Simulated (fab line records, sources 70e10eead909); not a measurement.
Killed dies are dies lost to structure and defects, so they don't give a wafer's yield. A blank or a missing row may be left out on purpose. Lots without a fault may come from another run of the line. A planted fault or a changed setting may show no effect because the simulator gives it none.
Chamber matching | flow nand_harc | NHARC_A_STAIRCASE_CMP_472 on cmp-01: 4 sister chambers
The step polishes SiO2. 16 wafers are shown with their chamber, then 8 later ones without.

WAFERS WITH THEIR CHAMBER
wafer  | chamber | motor_current_A (A)
L076.1 | 2       | 10.3
L076.3 | 3       | 10.8
L076.4 | 1       | 12.1
L078.1 | 2       | 10.0
L078.4 | 1       | 12.2
L078.5 | 2       | 10.1
L086.2 | 0       | 12.9
L086.5 | 2       | 10.4
L086.6 | 3       | 10.8
L084.1 | 0       | 13.7
L084.2 | 1       | 11.6
L084.3 | 2       | 10.5
L084.4 | 3       | 11.0
L084.5 | 1       | 11.7
L084.6 | 0       | 13.9
L091.2 | 3       | 12.1

SIGNATURES (means of the wafers above)
reading         | chamber 0 | chamber 1 | chamber 2 | chamber 3 | scatter within a chamber
motor_current_A | 13.500    | 11.900    | 10.260    | 11.175    | 0.424
Rule: a wafer's distance from a chamber is the root of the sum, over the readings, of the square of ((its reading less the chamber's mean) divided by the reading's scatter). The wafer belongs to the nearest chamber; if the next one is less than 2 further off, it can't be placed. The scatter: the root of (the sum of the squares of (reading less its chamber's mean) over the shown wafers, divided by (wafers less chambers)).

WAFERS WITHOUT THEIR CHAMBER
wafer  | motor_current_A (A)
L091.3 | 10.9
L091.4 | 11.3
L093.4 | 10.9
L093.5 | 10.3
L093.6 | 11.2
L097.3 | 11.3
L097.4 | 11.5
L097.5 | 11.2

WHICH CHAMBER EACH WENT THROUGH
wafer  | from the rows above          | in truth
L091.3 | can't be placed: 3 or 2 or 1 | 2
L091.4 | can't be placed: 3 or 1      | 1
L093.4 | can't be placed: 3 or 2 or 1 | 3
L093.5 | can't be placed: 2 or 3      | 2
L093.6 | can't be placed: 3 or 1      | 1
L097.3 | can't be placed: 3 or 1      | 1
L097.4 | can't be placed: 3 or 1      | 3
L097.5 | can't be placed: 3 or 1      | 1
Placed correctly: 0 of 8. Can't be placed from these rows: 8 (the true chamber is among the candidates in 8). Placed wrongly: 0.
